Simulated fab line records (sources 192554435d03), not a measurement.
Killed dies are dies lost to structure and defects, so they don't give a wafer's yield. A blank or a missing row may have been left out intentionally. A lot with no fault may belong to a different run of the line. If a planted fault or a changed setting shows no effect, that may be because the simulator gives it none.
fab line records ; flow n5_finfet
record lots=6; wafers=18; last_day=17
route steps=1938 shown DUMMY_GATE@250 SPACER0@258 SD_EPI_N@262 BEOL_M4@1111
lots with no fault: from the same line, run without faults
start_h: start of the lot's first displayed wafer, in hours after the record's first day ; wait_h: time in hours since the lot's previous step ; " unchanged from the row above ; L1.1+2: a row that stands for several wafers ; - either no value or no given start ; * or withheld: withheld ; < > ~ a bound
route shown NAME@n: NAME is a module with steps in the file, n the number in the route of the first one ; usual: the fault-free wafers' mean and standard deviation ; same: alike in all rows ; chamber/n: place in a boat ; sites: each site's reading ; _std_site: how widely they spread, as a standard deviation ; _edge_site: the outer-site mean with the inner-site mean subtracted ; radius_mm: how far each site lies from the wafer's centre ; mask NAME#n: copy n ; behind: the last tool/chamber to shape the wafer ; hold: the reason the lot was held/the length of the hold in hours/how it ended ; device: the transistor (n, p or np) that didn't switch ; end of line: the same wafers' tests at the end of the route ; step lacking rows: just its recipe ; killed: dies lost to structure and defects at the first sort, not the wafer's yield ; map: shows each die of a wafer: x if killed, . if not, _ if none is there
set.NAME: the setting that was run; set.NAME@STEP: the one run at that earlier step ; model.NAME: the simulator's own value behind a step, which no gauge read
lots seen at some steps along the route; tables by step, rows by wafer
services: the hour from which a tool's chamber was out of use, counted from the record's first day as start_h (under 0 if before that day), plus the number of hours and why
## steps
# step N5_DUMMY_GATE_ETCH_42
# recipe chemistry=CHF3/O2; target=SiO2; target_depth_a=35; time_s=31; ion_energy_ev=30; bias_w=12; pressure_mtorr=30; source_w=600; Ar_flow_sccm=200; CHF3_flow_sccm=50; O2_flow_sccm=5
# usual drypump_motor_current_A=5.7/0.53; mfc_ar_sccm=199.9/0.64; oes_product_au=0.77/0.082; rf_vpp_V=42.2/0.83; showerhead_plenum_p_Torr=2.41/0.086; throttle_valve_pct=18.86/0.24
lot.wafer;tool;chamber;start_h;wait_h;drypump_motor_current_A;mfc_ar_sccm;oes_product_au;rf_hours_counter_h;rf_vpp_V;showerhead_plenum_p_Torr;throttle_valve_pct
L768.3;rie_diel-02;1;85.13;0.1;5.5;200.1;0.77;126;43.2;2.51;18.76
L768.4;rie_diel-02;2;85.13;0.1;5.0;199.9;0.83;61;41.7;2.35;18.62
L768.5;rie_diel-02;1;85.13;0.1;5.5;200.6;0.78;-;42.6;2.51;18.76
L769.1;rie_diel-06;3;89.37;0.1;6.5;199.1;0.87;53;42.2;2.35;18.69
L769.3;rie_diel-06;0;89.37;0.1;5.7;201.0;0.92;14;43.0;2.46;18.41
L769.6;rie_diel-06;0;89.37;0.1;5.7;200.9;0.92;-;42.8;2.46;18.41
L777.2;rie_diel-02;3;137.37;0.1;6.6;199.8;0.67;248;42.8;2.47;18.83
L777.5;rie_diel-02;0;137.37;0.1;5.1;200.7;0.99;-;42.4;2.57;18.95
L777.6;rie_diel-02;1;137.37;0.1;5.5;199.8;0.75;-;42.4;2.50;18.79
L778.4;rie_diel-05;3;150.30;0.0;5.7;199.5;0.68;243;42.2;2.28;19.06
L778.5;rie_diel-05;3;150.30;0.0;5.7;199.8;0.67;-;42.8;2.28;19.05
L778.6;rie_diel-05;0;150.30;0.0;5.6;200.5;0.69;-;43.0;2.37;18.72
L780.2;rie_diel-05;2;158.08;0.1;5.4;200.2;0.74;170;43.9;2.41;19.12
L780.3;rie_diel-05;0;158.08;0.1;5.7;199.5;0.69;249;43.3;2.37;18.72
L780.6;rie_diel-05;0;158.08;0.1;5.6;199.9;0.69;-;43.7;2.37;18.73
L784.3;rie_diel-02;0;182.96;0.1;5.1;199.9;0.93;15;41.0;2.56;18.98
L784.4;rie_diel-02;2;182.96;0.1;5.0;199.3;0.79;91;41.5;2.34;18.68
L784.5;rie_diel-02;2;182.96;0.1;5.1;199.0;0.80;-;41.6;2.34;18.69
# step N5_DUMMY_GATE_STRIP_48
# recipe chemistry=N2/H2; time_s=20; power_w=100; temp_c=40; pressure_mtorr=100; rf_frequency_hz=6e+07; bias_power_w=3; n2_flow_sccm=300; h2_flow_sccm=300
# usual drypump_motor_current_A=5.7/0.53; oes_product_au=0.77/0.081; rf_vpp_V=45.2/0.88; showerhead_plenum_p_Torr=3.39/0.12; temp_c=39.99/0.11; throttle_valve_pct=12.32/0.27
lot.wafer;tool;chamber;start_h;wait_h;drypump_motor_current_A;oes_product_au;rf_hours_counter_h;rf_vpp_V;showerhead_plenum_p_Torr;temp_c;throttle_valve_pct
L768.3;rie_diel-02;1;85.18;0.0;5.5;0.79;126;45.7;3.53;39.84;12.32
L768.4;rie_diel-02;2;85.18;0.0;5.1;0.84;61;44.4;3.30;40.15;11.96
L768.5;rie_diel-02;1;85.18;0.0;5.6;0.78;-;46.0;3.53;40.13;12.33
L769.1;rie_diel-06;3;89.42;0.0;6.6;0.86;53;45.8;3.30;39.96;12.04
L769.3;rie_diel-06;0;89.42;0.0;5.7;0.90;14;46.7;3.46;40.13;11.85
L769.6;rie_diel-06;0;89.42;0.0;5.7;0.91;-;45.2;3.46;40.05;11.84
L777.2;rie_diel-02;3;137.42;0.0;6.6;0.67;248;45.9;3.45;39.94;12.34
L777.5;rie_diel-02;0;137.42;0.0;5.1;0.99;-;46.5;3.60;39.99;12.18
L777.6;rie_diel-02;1;137.42;0.0;5.6;0.76;-;45.6;3.52;40.15;12.37
L778.4;rie_diel-05;3;150.34;0.0;5.7;0.68;243;44.8;3.19;40.01;12.62
L778.5;rie_diel-05;3;150.34;0.0;5.7;0.67;-;44.7;3.19;40.04;12.62
L778.6;rie_diel-05;0;150.34;0.0;5.7;0.69;-;45.0;3.33;40.00;12.38
L780.2;rie_diel-05;2;158.13;0.0;5.4;0.74;170;45.6;3.37;40.17;12.60
L780.3;rie_diel-05;0;158.13;0.0;5.7;0.70;250;45.8;3.33;40.07;12.38
L780.6;rie_diel-05;0;158.13;0.0;5.7;0.69;-;43.2;3.33;39.99;12.39
L784.3;rie_diel-02;0;183.01;0.0;5.1;0.93;15;46.4;3.59;39.81;12.22
L784.4;rie_diel-02;2;183.01;0.0;5.1;0.80;91;45.1;3.28;40.08;12.03
L784.5;rie_diel-02;2;183.01;0.0;5.1;0.80;-;43.7;3.28;40.13;12.02
# step N5_DUMMY_GATE_PRECLEAN_33
# recipe chemistry=dHF; time_s=10; dilution=750:1; temp_c=25
# step N5_DUMMY_GATE_PRECLEAN_25
# recipe chemistry=O3/DIW; time_s=45; temp_c=22; o3_ppm=10
# step N5_DUMMY_GATE_PRECLEAN_51
# recipe chemistry=SC2; time_s=45; temp_c=35; mix=1:1:50
# step N5_DUMMY_GATE_SRD_26
# recipe dry=ipa_marangoni; time_s=30; temp_c=23; rinse_liquid=diw
# step N5_DUMMY_GATE_UV_OZONE_45
# recipe time_s=120; pressure_torr=760; temp_c=25
# step N5_DUMMY_GATE_INSPECT_27
# recipe inspect_instrument=brightfield; mode=aei
# usual raw_defect_count=297/66
lot.wafer;tool;chamber;start_h;wait_h;raw_defect_count
L768.3;defect_inspect-02;-;85.38;0.0;200
L768.4;defect_inspect-02;-;85.38;0.0;158
L768.5;defect_inspect-02;-;85.38;0.0;197
L769.1;defect_inspect-02;-;89.60;0.0;254
L769.3;defect_inspect-02;-;89.60;0.0;260
L769.6;defect_inspect-02;-;89.60;0.0;334
L777.2;defect_inspect-01;-;137.61;0.0;389
L777.5;defect_inspect-01;-;137.61;0.0;312
L777.6;defect_inspect-01;-;137.61;0.0;337
L778.4;defect_inspect-01;-;150.54;0.0;313
L778.5;defect_inspect-01;-;150.54;0.0;271
L778.6;defect_inspect-01;-;150.54;0.0;291
L780.2;defect_inspect-01;-;158.33;0.0;294
L780.3;defect_inspect-01;-;158.33;0.0;307
L780.6;defect_inspect-01;-;158.33;0.0;242
L784.3;defect_inspect-01;-;183.20;0.0;359
L784.4;defect_inspect-01;-;183.20;0.0;417
L784.5;defect_inspect-01;-;183.20;0.0;351
# step N5_SPACER0_ALD_07
# recipe material=SiNx; target_thk_a=20; temp_c=400; ald_precursor_family=SiH2I2; ald_co_reactant=N2/H2-plasma; pressure_torr=2
# usual heater_power_w=841/100
lot.wafer;tool;chamber;start_h;wait_h;heater_power_w
L768.3;ald_sin-01;2;85.48;0.1;684
L768.4;ald_sin-01;3;85.48;0.1;800
L768.5;ald_sin-01;1;85.48;0.1;875
L769.1;ald_sin-04;0;91.34;1.7;902
L769.3;ald_sin-04;3;91.34;1.7;706
L769.6;ald_sin-04;0;91.34;1.7;889
L777.2;ald_sin-03;2;137.65;0.0;844
L777.5;ald_sin-03;3;137.65;0.0;786
L777.6;ald_sin-03;0;137.65;0.0;802
L778.4;ald_sin-01;2;150.57;0.0;713
L778.5;ald_sin-01;0;150.57;0.0;1058
L778.6;ald_sin-01;1;150.57;0.0;850
L780.2;ald_sin-03;0;158.36;0.0;781
L780.3;ald_sin-03;2;158.36;0.0;864
L780.6;ald_sin-03;2;158.36;0.0;870
L784.3;ald_sin-01;0;185.69;2.5;1046
L784.4;ald_sin-01;3;185.69;2.5;795
L784.5;ald_sin-01;0;185.69;2.5;1061
# step N5_SPACER0_ALD_00
# recipe material=SiOCN; target_thk_a=35; temp_c=400; ald_precursor_family=alkyl-aminosilane; ald_co_reactant=O2/N2-plasma; pulse_time_s=3; purge_time_s=2; co_reactant_purge_time_s=2; ald_cycles=58; pressure_torr=2
# usual heater_power_w=842/100; precursor_pulse_height_rel=0.998/0.019
# same ald_cycles=58; co_reactant_purge_time_s=2
lot.wafer;tool;chamber;start_h;wait_h;heater_power_w;precursor_pulse_height_rel
L768.3;ald_sin-01;2;85.64;0.1;691;0.998
L768.4;ald_sin-01;3;85.64;0.1;820;0.997
L768.5;ald_sin-01;1;85.64;0.1;877;0.975
L769.1;ald_sin-04;0;91.49;0.1;885;0.991
L769.3;ald_sin-04;3;91.49;0.1;712;0.997
L769.6;ald_sin-04;0;91.49;0.1;885;0.989
L777.2;ald_sin-03;2;137.80;0.1;855;1.000
L777.5;ald_sin-03;3;137.80;0.1;781;1.007
L777.6;ald_sin-03;0;137.80;0.1;807;0.979
L778.4;ald_sin-01;2;150.73;0.1;709;0.999
L778.5;ald_sin-01;0;150.73;0.1;1054;1.007
L778.6;ald_sin-01;1;150.73;0.1;853;0.997
L780.2;ald_sin-03;0;158.52;0.1;768;0.984
L780.3;ald_sin-03;2;158.52;0.1;835;0.973
L780.6;ald_sin-03;2;158.52;0.1;859;1.019
L784.3;ald_sin-01;0;185.84;0.1;1038;1.031
L784.4;ald_sin-01;3;185.84;0.1;777;1.011
L784.5;ald_sin-01;0;185.84;0.1;1043;0.972
# step N5_SPACER0_ALD_08
# recipe material=SiNx; target_thk_a=20; temp_c=400; ald_precursor_family=SiH2I2; ald_co_reactant=N2/H2-plasma; pressure_torr=2
# usual heater_power_w=841/99
lot.wafer;tool;chamber;start_h;wait_h;heater_power_w
L768.3;ald_sin-01;2;85.89;0.1;709
L768.4;ald_sin-01;3;85.89;0.1;811
L768.5;ald_sin-01;1;85.89;0.1;842
L769.1;ald_sin-04;0;91.75;0.1;889
L769.3;ald_sin-04;3;91.75;0.1;723
L769.6;ald_sin-04;0;91.75;0.1;906
L777.2;ald_sin-03;2;138.06;0.1;839
L777.5;ald_sin-03;3;138.06;0.1;768
L777.6;ald_sin-03;0;138.06;0.1;782
L778.4;ald_sin-01;2;150.98;0.1;704
L778.5;ald_sin-01;0;150.98;0.1;1058
L778.6;ald_sin-01;1;150.98;0.1;872
L780.2;ald_sin-03;0;158.77;0.1;773
L780.3;ald_sin-03;2;158.77;0.1;862
L780.6;ald_sin-03;2;158.77;0.1;884
L784.3;ald_sin-01;0;186.10;0.1;1067
L784.4;ald_sin-01;3;186.10;0.1;799
L784.5;ald_sin-01;0;186.10;0.1;1052
# step N5_SPACER0_INSPECT_04
# recipe inspect_instrument=darkfield; mode=post_dep
# usual raw_defect_count=140/28
lot.wafer;tool;chamber;start_h;wait_h;raw_defect_count
L768.3;defect_inspect-01;-;86.05;0.1;124
L768.4;defect_inspect-01;-;86.05;0.1;79
L768.5;defect_inspect-01;-;86.05;0.1;141
L769.1;defect_inspect-02;-;91.91;0.1;107
L769.3;defect_inspect-02;-;91.91;0.1;108
L769.6;defect_inspect-02;-;91.91;0.1;127
L777.2;defect_inspect-01;-;138.21;0.1;178
L777.5;defect_inspect-01;-;138.21;0.1;166
L777.6;defect_inspect-01;-;138.21;0.1;204
L778.4;defect_inspect-01;-;151.14;0.1;150
L778.5;defect_inspect-01;-;151.14;0.1;167
L778.6;defect_inspect-01;-;151.14;0.1;160
L780.2;defect_inspect-01;-;158.93;0.1;167
L780.3;defect_inspect-01;-;158.93;0.1;121
L780.6;defect_inspect-01;-;158.93;0.1;119
L784.3;defect_inspect-02;-;186.26;0.1;149
L784.4;defect_inspect-02;-;186.26;0.1;163
L784.5;defect_inspect-02;-;186.26;0.1;151
# step N5_SD_EPI_N_COAT_32
# recipe resist=SOC; temp_c=250; time_s=60; spin_rpm=1500; resist_thk_nm=350
# usual dispense_pressure_kPa=47/4; heater_power_total_W=500.4/1.9; plate_temp_C=250.02/0.17
lot.wafer;tool;chamber;start_h;wait_h;dispense_pressure_kPa;heater_power_total_W;plate_temp_C
L768.3;litho_track-05;0;86.08;0.0;43;500.2;249.85
L768.4;litho_track-05;0;86.08;0.0;43;502.8;249.80
L768.5;litho_track-05;0;86.08;0.0;43;503.1;249.77
L769.1;litho_track-03;0;91.94;0.0;53;500.0;249.86
L769.3;litho_track-03;0;91.94;0.0;53;497.3;250.02
L769.6;litho_track-03;0;91.94;0.0;53;502.8;249.82
L777.2;litho_track-05;0;138.24;0.0;43;513.9;256.85
L777.5;litho_track-05;0;138.24;0.0;43;517.2;257.14
L777.6;litho_track-05;0;138.24;0.0;43;515.5;257.03
L778.4;litho_track-03;0;151.17;0.0;53;500.3;250.33
L778.5;litho_track-03;0;151.17;0.0;53;502.3;250.32
L778.6;litho_track-03;0;151.17;0.0;53;503.0;250.17
L780.2;litho_track-05;0;158.96;0.0;43;519.1;256.69
L780.3;litho_track-05;0;158.96;0.0;43;515.0;256.96
L780.6;litho_track-05;0;158.96;0.0;43;518.1;256.83
L784.3;litho_track-01;0;186.29;0.0;48;499.1;250.01
L784.4;litho_track-01;0;186.29;0.0;48;497.6;249.79
L784.5;litho_track-01;0;186.29;0.0;48;500.7;249.88
# step N5_SD_EPI_N_COAT_33
# recipe resist=SiARC; temp_c=220; time_s=60; spin_rpm=1500; resist_thk_nm=35
# step N5_BEOL_M4_RC_MEAS_101
# usual DIBL_N=36.3/1.2; DIBL_P=36.7/1.5; IOFF_N=0.164/0.02; IOFF_P=0.214/0.024; ION_N=673/8.5; ION_P=461/5.9; SS_N=71.6/0.44; SS_P=73.3/0.55; VT_N=249.4/2.4; VT_P=-250.0/2.3
lot.wafer;tool;chamber;start_h;wait_h;DIBL_N[mV/V];DIBL_P[mV/V];IOFF_N[nA/um];IOFF_P[nA/um];ION_N[uA/um];ION_P[uA/um];SS_N[mV/dec];SS_P[mV/dec];VT_N[mV];VT_P[mV]
L768.3;prober-01;0;203.97;0.3;36.2;36.6;0.152;0.224;671;470;71.6;73.2;250.0;-247.6
L768.4;prober-01;0;203.97;0.3;36.2;35.8;0.153;0.211;678;462;70.7;73.6;248.5;-249.2
L768.5;prober-01;0;203.97;0.3;36.8;36.6;0.164;0.228;670;464;71.2;73.3;248.7;-245.8
L769.1;prober-02;0;225.24;0.0;36.0;37.4;0.166;0.229;679;463;72.2;74.2;249.7;-249.9
L769.3;prober-02;0;225.24;0.0;35.3;35.4;0.146;0.194;658;452;71.1;73.0;253.7;-250.4
L769.6;prober-02;0;225.24;0.0;35.4;36.6;0.150;0.206;672;463;71.9;73.8;250.6;-251.1
L777.2;prober-02;0;260.07;0.2;35.0;35.8;0.133;0.198;669;465;71.0;72.8;254.1;-248.2
L777.5;prober-02;0;260.07;0.2;35.2;35.6;0.134;0.196;664;460;70.6;72.4;251.3;-249.8
L777.6;prober-02;0;260.07;0.2;37.1;38.4;0.170;0.239;672;465;72.0;74.3;252.0;-244.9
L778.4;prober-02;0;269.64;0.5;35.1;35.0;0.141;0.202;673;470;71.4;73.9;250.7;-248.7
L778.5;prober-02;0;269.64;0.5;36.4;36.7;0.170;0.235;684;469;71.8;73.5;247.5;-247.0
L778.6;prober-02;0;269.64;0.5;36.2;35.9;0.164;0.214;674;464;71.7;73.3;249.1;-249.4
L780.2;prober-01;0;281.12;0.2;35.2;37.4;0.164;0.210;682;464;71.4;72.5;247.2;-249.2
L780.3;prober-01;0;281.12;0.2;33.8;35.5;0.130;0.181;660;456;71.2;71.9;252.8;-249.8
L780.6;prober-01;0;281.12;0.2;34.3;36.2;0.150;0.189;668;453;71.1;72.4;249.9;-252.0
L784.3;prober-02;0;303.10;0.3;37.8;37.9;0.176;0.228;681;468;71.1;72.6;248.3;-247.1
L784.4;prober-02;0;303.10;0.3;37.9;38.0;0.180;0.226;679;464;72.1;73.4;246.9;-251.0
L784.5;prober-02;0;303.10;0.3;38.6;39.1;0.198;0.242;687;467;72.2;73.1;246.9;-250.7
## services
tool;chamber;start_h;hours;kind
ald_sin-03;2;78.97;1.4;repair
rie_diel-02;1;79.45;2.7;repair
ald_sin-04;-;85.12;6.0;pm
ald_sin-03;-;85.46;14.0;pm
ald_sin-03;0;85.46;14.0;vent_cycle
ald_sin-03;1;85.46;14.0;vent_cycle
ald_sin-03;2;85.46;14.0;vent_cycle
ald_sin-03;3;85.46;14.0;vent_cycle
rie_diel-05;3;87.43;14.2;repair
rie_diel-02;0;89.49;2.7;repair
ald_sin-03;0;99.46;-;clean
rie_diel-06;1;113.05;1.8;repair
rie_diel-02;2;113.09;5.5;repair
ald_sin-04;2;114.10;2.2;repair
ald_sin-03;-;114.28;0.5;repair
rie_diel-02;3;114.85;2.7;repair
ald_sin-03;-;132.48;2.8;pm
rie_diel-05;0;134.07;5.7;repair
ald_sin-04;-;136.39;2.8;pm
ald_sin-01;-;159.36;2.8;pm
ald_sin-01;-;163.98;6.0;pm
ald_sin-03;-;166.32;13.6;repair
ald_sin-04;-;177.00;14.0;pm
ald_sin-03;-;179.96;6.0;pm
## key
first_sign step=N5_SD_EPI_N_COAT_32; reading=plate_temp_C; direction=up; sigmas=41; usual=*; struck=*
effect step=N5_SD_EPI_N_COAT_32; reading=heater_power_total_W; direction=up; sigmas=8.7; usual=*; struck=*
met_at N5_SD_EPI_N_COAT_32
struck_wafers L777.2,L777.5,L777.6,L780.2,L780.3,L780.6
onset_between 86.08 138.24
fault kind=process_parameter_drift; tool=litho_track-05; chamber=-; onset_h=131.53; steps=N5_SD_EPI_N_COAT_32; channel=temp_c; offset=*; shape=step; end_h=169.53; acts_in=*; stated=*
